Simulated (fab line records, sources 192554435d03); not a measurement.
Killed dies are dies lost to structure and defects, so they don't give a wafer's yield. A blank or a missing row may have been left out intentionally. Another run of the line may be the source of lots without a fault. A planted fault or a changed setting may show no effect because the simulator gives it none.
Chamber matching || flow n5Finfet || N5_BEOL_M9_VIA_ETCH_34 on rieDiel-01: 4 sister chambers
The step etches SiCOH lowk in C4F6/O2, target depth 182.4 nm, time 68.4 s. 18 wafers are shown with their chamber, then 9 later ones without.

## WAFERS PAIRED WITH THEIR CHAMBERS
{"wafer": "L075.1", "chamber": 0, "drypumpMotorCurrentA (A)": 5.1, "showerheadPlenumPTorr (Torr)": 3.01, "rfVppV (V)": 668}
{"wafer": "L075.4", "chamber": 0, "drypumpMotorCurrentA (A)": 5.1, "showerheadPlenumPTorr (Torr)": 3.01, "rfVppV (V)": 668}
{"wafer": "L075.5", "chamber": 1, "drypumpMotorCurrentA (A)": 6.0, "showerheadPlenumPTorr (Torr)": 3.00, "rfVppV (V)": 674}
{"wafer": "L077.2", "chamber": 2, "drypumpMotorCurrentA (A)": 5.6, "showerheadPlenumPTorr (Torr)": 2.82, "rfVppV (V)": 664}
{"wafer": "L077.5", "chamber": 2, "drypumpMotorCurrentA (A)": 5.5, "showerheadPlenumPTorr (Torr)": 2.82, "rfVppV (V)": 663}
{"wafer": "L077.6", "chamber": 3, "drypumpMotorCurrentA (A)": 5.4, "showerheadPlenumPTorr (Torr)": 2.89, "rfVppV (V)": 674}
{"wafer": "L083.2", "chamber": 1, "drypumpMotorCurrentA (A)": 6.0, "showerheadPlenumPTorr (Torr)": 2.99, "rfVppV (V)": 674}
{"wafer": "L083.5", "chamber": 1, "drypumpMotorCurrentA (A)": 6.0, "showerheadPlenumPTorr (Torr)": 2.99, "rfVppV (V)": 675}
{"wafer": "L083.6", "chamber": 0, "drypumpMotorCurrentA (A)": 5.1, "showerheadPlenumPTorr (Torr)": 3.00, "rfVppV (V)": 669}
{"wafer": "L084.2", "chamber": 1, "drypumpMotorCurrentA (A)": 6.0, "showerheadPlenumPTorr (Torr)": 2.99, "rfVppV (V)": 674}
{"wafer": "L084.3", "chamber": 0, "drypumpMotorCurrentA (A)": 5.1, "showerheadPlenumPTorr (Torr)": 3.00, "rfVppV (V)": 668}
{"wafer": "L084.6", "chamber": 1, "drypumpMotorCurrentA (A)": 6.0, "showerheadPlenumPTorr (Torr)": 2.99, "rfVppV (V)": 675}
{"wafer": "L085.1", "chamber": 3, "drypumpMotorCurrentA (A)": 5.4, "showerheadPlenumPTorr (Torr)": 2.88, "rfVppV (V)": 674}
{"wafer": "L085.5", "chamber": 3, "drypumpMotorCurrentA (A)": 5.4, "showerheadPlenumPTorr (Torr)": 2.88, "rfVppV (V)": 674}
{"wafer": "L085.6", "chamber": 2, "drypumpMotorCurrentA (A)": 5.5, "showerheadPlenumPTorr (Torr)": 2.81, "rfVppV (V)": 663}
{"wafer": "L089.1", "chamber": 3, "drypumpMotorCurrentA (A)": 5.4, "showerheadPlenumPTorr (Torr)": 2.87, "rfVppV (V)": 674}
{"wafer": "L089.2", "chamber": 2, "drypumpMotorCurrentA (A)": 5.6, "showerheadPlenumPTorr (Torr)": 2.80, "rfVppV (V)": 664}
{"wafer": "L089.5", "chamber": 2, "drypumpMotorCurrentA (A)": 5.5, "showerheadPlenumPTorr (Torr)": 2.80, "rfVppV (V)": 663}

SIGNATURES (means of the wafers above)
{"reading": "drypumpMotorCurrentA", "chamber 0": 5.100, "chamber 1": 6.000, "chamber 2": 5.540, "chamber 3": 5.400, "scatter within a chamber": 0.0293}
{"reading": "showerheadPlenumPTorr", "chamber 0": 3.0050, "chamber 1": 2.9920, "chamber 2": 2.8100, "chamber 3": 2.8800, "scatter within a chamber": 0.00746}
{"reading": "rfVppV", "chamber 0": 668.25, "chamber 1": 674.40, "chamber 2": 663.40, "chamber 3": 674.00, "scatter within a chamber": 0.474}
Rule: a wafer's distance from a chamber is the root of the sum, over the readings, of the square of ((its reading less the chamber's mean) divided by the reading's scatter). The wafer belongs to the nearest chamber; if the next one is less than 2 further off, it can't be placed. The scatter: the root of (the sum of the squares of (reading less its chamber's mean) over the shown wafers, divided by (wafers less chambers)).

## WAFERS WITHOUT THEIR CHAMBER
{"wafer": "L091.2", "drypumpMotorCurrentA (A)": 5.6, "showerheadPlenumPTorr (Torr)": 2.80, "rfVppV (V)": 664}
{"wafer": "L091.4", "drypumpMotorCurrentA (A)": 5.4, "showerheadPlenumPTorr (Torr)": 2.87, "rfVppV (V)": 674}
{"wafer": "L091.5", "drypumpMotorCurrentA (A)": 6.0, "showerheadPlenumPTorr (Torr)": 2.99, "rfVppV (V)": 674}
{"wafer": "L094.2", "drypumpMotorCurrentA (A)": 5.4, "showerheadPlenumPTorr (Torr)": 2.87, "rfVppV (V)": 675}
{"wafer": "L094.3", "drypumpMotorCurrentA (A)": 5.1, "showerheadPlenumPTorr (Torr)": 2.99, "rfVppV (V)": 668}
{"wafer": "L094.5", "drypumpMotorCurrentA (A)": 6.0, "showerheadPlenumPTorr (Torr)": 2.99, "rfVppV (V)": 675}
{"wafer": "L097.1", "drypumpMotorCurrentA (A)": 5.1, "showerheadPlenumPTorr (Torr)": 2.98, "rfVppV (V)": 668}
{"wafer": "L097.2", "drypumpMotorCurrentA (A)": 5.4, "showerheadPlenumPTorr (Torr)": 2.87, "rfVppV (V)": 673}
{"wafer": "L097.3", "drypumpMotorCurrentA (A)": 6.0, "showerheadPlenumPTorr (Torr)": 2.98, "rfVppV (V)": 674}

## WHICH CHAMBER EACH ONE RAN IN
{"wafer": "L091.2", "from the rows above": 2, "in truth": 2}
{"wafer": "L091.4", "from the rows above": 3, "in truth": 3}
{"wafer": "L091.5", "from the rows above": 1, "in truth": 1}
{"wafer": "L094.2", "from the rows above": 3, "in truth": 3}
{"wafer": "L094.3", "from the rows above": 0, "in truth": 0}
{"wafer": "L094.5", "from the rows above": 1, "in truth": 1}
{"wafer": "L097.1", "from the rows above": 0, "in truth": 0}
{"wafer": "L097.2", "from the rows above": 3, "in truth": 3}
{"wafer": "L097.3", "from the rows above": 1, "in truth": 1}
9 of 9 placed correctly. Not placeable from these rows: 0. Number placed wrongly: 0.
